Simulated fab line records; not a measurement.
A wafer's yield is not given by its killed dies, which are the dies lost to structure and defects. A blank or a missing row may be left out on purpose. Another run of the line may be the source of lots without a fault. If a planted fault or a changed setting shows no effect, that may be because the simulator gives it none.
Chamber matching / flow n5-finfet / 4 sister chambers for N5_BEOL_M3_ETCH_63 on rie-diel-02
The step etches SiARC in CF4, target depth 15.6 nm, time 26 s. 20 wafers are shown with their chamber, then 10 later ones without.

== EACH WAFER AND ITS CHAMBER ==
wafer=L078.1; chamber=2; throttle-valve-pct (%)=15.82; drypump-motor-current-A (A)=5.1; oes-product-au (a.u.)=0.60
wafer=L078.4; chamber=1; throttle-valve-pct (%)=15.43; drypump-motor-current-A (A)=5.8; oes-product-au (a.u.)=0.80
wafer=L078.6; chamber=0; throttle-valve-pct (%)=16.06; drypump-motor-current-A (A)=6.3; oes-product-au (a.u.)=0.63
wafer=L079.1; chamber=2; throttle-valve-pct (%)=15.82; drypump-motor-current-A (A)=5.1; oes-product-au (a.u.)=0.60
wafer=L079.2; chamber=3; throttle-valve-pct (%)=15.12; drypump-motor-current-A (A)=5.4; oes-product-au (a.u.)=0.69
wafer=L079.3; chamber=0; throttle-valve-pct (%)=16.08; drypump-motor-current-A (A)=6.3; oes-product-au (a.u.)=0.62
wafer=L082.1; chamber=3; throttle-valve-pct (%)=15.15; drypump-motor-current-A (A)=5.4; oes-product-au (a.u.)=0.68
wafer=L082.3; chamber=1; throttle-valve-pct (%)=15.45; drypump-motor-current-A (A)=5.8; oes-product-au (a.u.)=0.79
wafer=L082.5; chamber=2; throttle-valve-pct (%)=15.85; drypump-motor-current-A (A)=5.2; oes-product-au (a.u.)=0.61
wafer=L084.1; chamber=2; throttle-valve-pct (%)=15.85; drypump-motor-current-A (A)=5.1; oes-product-au (a.u.)=0.60
wafer=L084.3; chamber=3; throttle-valve-pct (%)=15.14; drypump-motor-current-A (A)=5.4; oes-product-au (a.u.)=0.68
wafer=L084.4; chamber=0; throttle-valve-pct (%)=16.09; drypump-motor-current-A (A)=6.2; oes-product-au (a.u.)=0.61
wafer=L085.1; chamber=2; throttle-valve-pct (%)=15.84; drypump-motor-current-A (A)=5.2; oes-product-au (a.u.)=0.60
wafer=L085.2; chamber=0; throttle-valve-pct (%)=16.08; drypump-motor-current-A (A)=6.3; oes-product-au (a.u.)=0.62
wafer=L085.6; chamber=1; throttle-valve-pct (%)=15.46; drypump-motor-current-A (A)=5.8; oes-product-au (a.u.)=0.78
wafer=L086.1; chamber=2; throttle-valve-pct (%)=15.87; drypump-motor-current-A (A)=5.1; oes-product-au (a.u.)=0.59
wafer=L086.3; chamber=1; throttle-valve-pct (%)=15.46; drypump-motor-current-A (A)=5.8; oes-product-au (a.u.)=0.78
wafer=L086.5; chamber=3; throttle-valve-pct (%)=15.16; drypump-motor-current-A (A)=5.3; oes-product-au (a.u.)=0.67
wafer=L088.3; chamber=3; throttle-valve-pct (%)=15.16; drypump-motor-current-A (A)=5.3; oes-product-au (a.u.)=0.67
wafer=L088.5; chamber=1; throttle-valve-pct (%)=15.47; drypump-motor-current-A (A)=5.8; oes-product-au (a.u.)=0.77

SIGNATURES (averages over the wafers above)
reading=throttle-valve-pct; chamber 0=16.0775; chamber 1=15.4540; chamber 2=15.8417; chamber 3=15.1460; scatter within a chamber=0.0166
reading=drypump-motor-current-A; chamber 0=6.275; chamber 1=5.800; chamber 2=5.133; chamber 3=5.360; scatter within a chamber=0.0453
reading=oes-product-au; chamber 0=0.6200; chamber 1=0.7840; chamber 2=0.6000; chamber 3=0.6780; scatter within a chamber=0.00866
Rule: for each reading, subtract the chamber's mean from the wafer's reading, divide by that reading's scatter and square the result; add these up over the readings and take the root, which gives the wafer's distance from the chamber. If the next closest chamber is less than 2 further off than the closest, the wafer can't be placed; otherwise it belongs to the closest. The scatter: take each reading less its chamber's mean, square it, sum over the shown wafers, divide by the number of wafers less the number of chambers, and take the root.

== WAFERS WHOSE CHAMBER IS MISSING ==
wafer=L088.6; throttle-valve-pct (%)=15.85; drypump-motor-current-A (A)=5.2; oes-product-au (a.u.)=0.60
wafer=L087.1; throttle-valve-pct (%)=16.10; drypump-motor-current-A (A)=6.2; oes-product-au (a.u.)=0.61
wafer=L087.2; throttle-valve-pct (%)=15.47; drypump-motor-current-A (A)=5.8; oes-product-au (a.u.)=0.77
wafer=L087.3; throttle-valve-pct (%)=15.86; drypump-motor-current-A (A)=5.1; oes-product-au (a.u.)=0.59
wafer=L089.1; throttle-valve-pct (%)=15.18; drypump-motor-current-A (A)=5.4; oes-product-au (a.u.)=0.68
wafer=L089.2; throttle-valve-pct (%)=16.12; drypump-motor-current-A (A)=6.3; oes-product-au (a.u.)=0.61
wafer=L089.5; throttle-valve-pct (%)=15.18; drypump-motor-current-A (A)=5.4; oes-product-au (a.u.)=0.67
wafer=L092.1; throttle-valve-pct (%)=15.19; drypump-motor-current-A (A)=5.4; oes-product-au (a.u.)=0.66
wafer=L092.2; throttle-valve-pct (%)=16.12; drypump-motor-current-A (A)=6.3; oes-product-au (a.u.)=0.61
wafer=L092.3; throttle-valve-pct (%)=15.89; drypump-motor-current-A (A)=5.1; oes-product-au (a.u.)=0.59

== WHICH CHAMBER EACH WENT THROUGH ==
wafer=L088.6; from the rows above=2; in truth=2
wafer=L087.1; from the rows above=0; in truth=0
wafer=L087.2; from the rows above=1; in truth=1
wafer=L087.3; from the rows above=2; in truth=2
wafer=L089.1; from the rows above=3; in truth=3
wafer=L089.2; from the rows above=0; in truth=0
wafer=L089.5; from the rows above=3; in truth=3
wafer=L092.1; from the rows above=3; in truth=3
wafer=L092.2; from the rows above=0; in truth=0
wafer=L092.3; from the rows above=2; in truth=2
Correct placement for 10 of the 10. From these rows, 0 cannot be placed. 0 placed wrongly.
